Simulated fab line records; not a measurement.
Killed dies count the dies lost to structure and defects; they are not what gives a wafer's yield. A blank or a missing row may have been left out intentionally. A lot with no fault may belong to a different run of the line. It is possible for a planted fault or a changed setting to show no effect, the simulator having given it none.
Chamber matching :: flow n5Finfet :: N5_MIM_BOT_ETCH_STRIP_01 on rieDiel-06: 4 sister chambers
The step strips in O2. 16 wafers are shown with their chamber, then 8 later ones without.

## EACH WAFER AND ITS CHAMBER
wafer: L764.3
chamber: 0
showerheadPlenumPTorr (Torr): 2.20
throttleValvePct (%): 16.69
drypumpMotorCurrentA (A): 5.58

wafer: L764.5
chamber: 0
showerheadPlenumPTorr (Torr): 2.20
throttleValvePct (%): 16.70
drypumpMotorCurrentA (A): 5.55

wafer: L764.6
chamber: 1
showerheadPlenumPTorr (Torr): 2.02
throttleValvePct (%): 16.53
drypumpMotorCurrentA (A): 5.63

wafer: L766.2
chamber: 0
showerheadPlenumPTorr (Torr): 2.20
throttleValvePct (%): 16.72
drypumpMotorCurrentA (A): 5.58

wafer: L766.4
chamber: 1
showerheadPlenumPTorr (Torr): 2.02
throttleValvePct (%): 16.56
drypumpMotorCurrentA (A): 5.59

wafer: L766.6
chamber: 2
showerheadPlenumPTorr (Torr): 2.20
throttleValvePct (%): 16.32
drypumpMotorCurrentA (A): 5.75

wafer: L769.4
chamber: 1
showerheadPlenumPTorr (Torr): 2.03
throttleValvePct (%): 16.57
drypumpMotorCurrentA (A): 5.64

wafer: L769.5
chamber: 3
showerheadPlenumPTorr (Torr): 2.12
throttleValvePct (%): 16.06
drypumpMotorCurrentA (A): 5.28

wafer: L769.6
chamber: 0
showerheadPlenumPTorr (Torr): 2.19
throttleValvePct (%): 16.74
drypumpMotorCurrentA (A): 5.58

wafer: L768.2
chamber: 2
showerheadPlenumPTorr (Torr): 2.20
throttleValvePct (%): 16.34
drypumpMotorCurrentA (A): 5.78

wafer: L768.3
chamber: 1
showerheadPlenumPTorr (Torr): 2.02
throttleValvePct (%): 16.56
drypumpMotorCurrentA (A): 5.64

wafer: L768.5
chamber: 1
showerheadPlenumPTorr (Torr): 2.02
throttleValvePct (%): 16.54
drypumpMotorCurrentA (A): 5.65

wafer: L772.2
chamber: 3
showerheadPlenumPTorr (Torr): 2.11
throttleValvePct (%): 16.10
drypumpMotorCurrentA (A): 5.27

wafer: L772.3
chamber: 2
showerheadPlenumPTorr (Torr): 2.19
throttleValvePct (%): 16.31
drypumpMotorCurrentA (A): 5.76

wafer: L772.6
chamber: 2
showerheadPlenumPTorr (Torr): 2.20
throttleValvePct (%): 16.32
drypumpMotorCurrentA (A): 5.77

wafer: L773.2
chamber: 0
showerheadPlenumPTorr (Torr): 2.19
throttleValvePct (%): 16.76
drypumpMotorCurrentA (A): 5.54

SIGNATURES (means of the wafers above)
reading: showerheadPlenumPTorr
chamber 0: 2.1960
chamber 1: 2.0220
chamber 2: 2.1975
chamber 3: 2.1150
scatter within a chamber: 0.0052

reading: throttleValvePct
chamber 0: 16.7220
chamber 1: 16.5520
chamber 2: 16.3225
chamber 3: 16.0800
scatter within a chamber: 0.0217

reading: drypumpMotorCurrentA
chamber 0: 5.5660
chamber 1: 5.6300
chamber 2: 5.7650
chamber 3: 5.2750
scatter within a chamber: 0.0189
Rule: for each reading, subtract the chamber's mean from the wafer's reading, divide by that reading's scatter and square the result; add these up over the readings and take the root, which gives the wafer's distance from the chamber. If the next closest chamber is less than 2 further off than the closest, the wafer can't be placed; otherwise it belongs to the closest. The scatter: take each reading less its chamber's mean, square it, sum over the shown wafers, divide by the number of wafers less the number of chambers, and take the root.

## WAFERS MISSING THEIR CHAMBER
wafer: L773.3
showerheadPlenumPTorr (Torr): 2.11
throttleValvePct (%): 16.12
drypumpMotorCurrentA (A): 5.28

wafer: L773.4
showerheadPlenumPTorr (Torr): 2.20
throttleValvePct (%): 16.37
drypumpMotorCurrentA (A): 5.75

wafer: L774.1
showerheadPlenumPTorr (Torr): 2.19
throttleValvePct (%): 16.35
drypumpMotorCurrentA (A): 5.73

wafer: L774.2
showerheadPlenumPTorr (Torr): 2.11
throttleValvePct (%): 16.04
drypumpMotorCurrentA (A): 5.28

wafer: L774.6
showerheadPlenumPTorr (Torr): 2.11
throttleValvePct (%): 16.11
drypumpMotorCurrentA (A): 5.25

wafer: L777.2
showerheadPlenumPTorr (Torr): 2.11
throttleValvePct (%): 16.13
drypumpMotorCurrentA (A): 5.27

wafer: L777.3
showerheadPlenumPTorr (Torr): 2.02
throttleValvePct (%): 16.58
drypumpMotorCurrentA (A): 5.61

wafer: L777.4
showerheadPlenumPTorr (Torr): 2.19
throttleValvePct (%): 16.36
drypumpMotorCurrentA (A): 5.73

## WHICH CHAMBER EACH WENT THROUGH
wafer: L773.3
from the rows above: 3
in truth: 3

wafer: L773.4
from the rows above: 2
in truth: 2

wafer: L774.1
from the rows above: 2
in truth: 2

wafer: L774.2
from the rows above: 3
in truth: 3

wafer: L774.6
from the rows above: 3
in truth: 3

wafer: L777.2
from the rows above: 3
in truth: 3

wafer: L777.3
from the rows above: 1
in truth: 1

wafer: L777.4
from the rows above: 2
in truth: 2
8 of 8 placed correctly. Number that these rows cannot place: 0. Placed wrongly: 0.
